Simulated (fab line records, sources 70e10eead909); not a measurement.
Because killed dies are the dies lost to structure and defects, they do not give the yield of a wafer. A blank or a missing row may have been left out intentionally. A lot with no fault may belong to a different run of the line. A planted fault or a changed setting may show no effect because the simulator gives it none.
Which tool was responsible? -- flow nand-harc -- Sampling: 23 lots, 69 wafers, 2 of 1302 route steps

WHAT EACH GAUGE READ, for each wafer
NHARC_A_ONON_D2_THK_MEAS_30: measures by ellipsometry.
lot,measured,on,thk-nm (nm)
L075,day 12 22:25,film-metro-01,1004 1005 1005
L074,day 12 22:25,film-metro-02,988 988 989
L076,day 13 22:44,film-metro-01,985 986 985
L078,day 14 11:58,film-metro-01,985 985 985
L077,day 14 18:06,film-metro-02,1022 1023 1024
L079,day 15 08:39,film-metro-01,1003 1006 1005
L080,day 15 08:41,film-metro-02,996 996 995
L081,day 15 21:38,film-metro-01,999 995 997
L082,day 16 05:19,film-metro-02,997 996 997
L083,day 16 14:51,film-metro-01,1006 1006 1005
L084,day 17 04:01,film-metro-01,1005 1004 1005
L085,day 17 04:02,film-metro-01,1010 1008 1008
L086,day 18 08:48,film-metro-02,1001 997 998
L088,day 19 00:52,film-metro-02,1014 1013 1012
L087,day 19 00:53,film-metro-01,1020 1022 1020
L089,day 19 06:45,film-metro-01,1008 1008 1007
L090,day 19 20:56,film-metro-01,1001 1000 1000
L091,day 20 06:27,film-metro-01,993 992 994
L094,day 20 17:01,film-metro-01,1009 1010 1010
L093,day 20 17:01,film-metro-02,996 997 996
L095,day 21 22:25,film-metro-02,998 998 998
L096,day 21 22:26,film-metro-01,1019 1021 1019
L097,day 22 21:42,film-metro-01,981 981 982

WHAT TOOL EACH LOT RAN ON (gives the tool, then ch and the chambers of the sampled wafers, and finally the start)
lot,NHARC_A_CHANNEL_HOLE_D1_ETCH_16
L075,"rie-diel-06 ch 0,1,2, day 12 22:25 or earlier"
L074,"rie-diel-12 ch 0,1,3, day 12 22:25 or earlier"
L076,"rie-diel-06 ch 0,1,3, day 13 22:44 or earlier"
L078,"rie-diel-06 ch 1,2,3, day 14 11:58 or earlier"
L077,"rie-diel-12 ch 0,3, day 14 18:06 or earlier"
L079,"rie-diel-06 ch 0,1,3, day 15 08:39 or earlier"
L080,"rie-diel-06 ch 0,1,2, day 15 08:41 or earlier"
L081,"rie-diel-06 ch 1,2,3, day 15 21:38 or earlier"
L082,"rie-diel-12 ch 0,1,2, day 16 05:19 or earlier"
L083,"rie-diel-06 ch 0,1, day 16 14:51 or earlier"
L084,"rie-diel-06 ch 0,1,2, day 17 04:01 or earlier"
L085,"rie-diel-12 ch 0,1,3, day 17 04:02 or earlier"
L086,"rie-diel-12 ch 2,3, day 18 08:48 or earlier"
L088,"rie-diel-06 ch 1,2,3, day 19 00:52 or earlier"
L087,"rie-diel-05 ch 1,2,3, day 19 00:53 or earlier"
L089,"rie-diel-06 ch 0,1,3, day 19 06:45 or earlier"
L090,"rie-diel-06 ch 0,1, day 19 20:56 or earlier"
L091,"rie-diel-06 ch 1,2,3, day 20 06:27 or earlier"
L094,"rie-diel-06 ch 0,1,2, day 20 17:01 or earlier"
L093,"rie-diel-06 ch 1,2,3, day 20 17:01 or earlier"
L095,"rie-diel-06 ch 0,3, day 21 22:25 or earlier"
L096,"rie-diel-06 ch 2,3, day 21 22:26 or earlier"
L097,"rie-diel-06 ch 0,3, day 22 21:42 or earlier"
- NHARC_A_CHANNEL_HOLE_D1_ETCH_16: etches the open film in O2/COS, target depth 3100 nm, time 806 s.

WHAT THE TOOLS THEMSELVES READ (means of the sampled wafers that have a number; where no wafer has one, the mark that the record gives instead)
NHARC_A_CHANNEL_HOLE_D1_ETCH_16.
lot,tool,drypump-motor-current-A (A),mfc-ar-sccm (sccm),oes-product-au (a.u.),rf-vpp-V (V),showerhead-plenum-p-Torr (Torr),throttle-valve-pct (%)
L075,rie-diel-06,6.1,0.009,0.992,314.4,3.14,28.330
L074,rie-diel-12,5.4,0.003,1.001,313.8,3.08,28.331
L076,rie-diel-06,5.8,0.009,0.997,314.3,3.18,28.336
L078,rie-diel-06,6.1,0.000,1.008,314.1,3.11,28.335
L077,rie-diel-12,5.8,0.003,0.989,316.3,3.22,28.333
L079,rie-diel-06,5.8,0.009,1.006,316.0,3.18,28.332
L080,rie-diel-06,6.1,0.009,1.000,314.9,3.14,28.336
L081,rie-diel-06,6.1,0.000,1.003,313.8,3.11,28.332
L082,rie-diel-12,5.6,0.003,1.008,314.1,3.14,28.331
L083,rie-diel-06,5.8,0.018,1.003,315.3,3.21,28.332
L084,rie-diel-06,6.1,0.009,0.995,314.8,3.14,28.339
L085,rie-diel-12,5.5,0.003,1.007,316.1,3.22,28.338
L086,rie-diel-12,5.5,0.009,1.013,314.7,3.13,28.330
L088,rie-diel-06,6.1,0.000,0.989,313.8,3.10,28.323
L087,rie-diel-05,5.7,0.003,1.003,313.4,3.03,28.336
L089,rie-diel-06,5.8,0.009,0.989,315.0,3.17,28.331
L090,rie-diel-06,5.8,0.009,0.986,315.5,3.22,28.335
L091,rie-diel-06,6.1,0.000,0.994,313.9,3.10,28.330
L094,rie-diel-06,6.1,0.009,0.993,313.8,3.13,28.329
L093,rie-diel-06,6.1,0.000,0.996,313.5,3.10,28.322
L095,rie-diel-06,5.9,0.009,0.996,314.2,3.11,28.334
L096,rie-diel-06,6.2,0.000,0.999,313.7,3.05,28.328
L097,rie-diel-06,5.9,0.009,1.004,313.5,3.11,28.321

THE ANSWER, worked out from the rows above alone
Rule: usual is defined by the lots themselves. The widest of any qualifying gaps counts: lots, ordered by their means at a reading, are off when they make up no more than a third of the lots, leave a main group of 4 or more, and stand apart from it by 3 or more times the standard deviation of that group's means. A main group whose means are all the same, to the digits that the tables above print for the reading, isn't used. Also off: a lot with no number at a reading for which 4 or more lots have one. Any other lot the step has rows for is counted as sound. After the gauges, taken in route order, come the tools' own readings; for these a lot's mean is taken, as printed above. At the first step where some lot is off, the reading lying furthest off is the one used; lots without a number count as furthest.
No lot is off on any of the readings shown, so nothing can be concluded from this.

WHAT THE SIMULATOR HAD PUT IN
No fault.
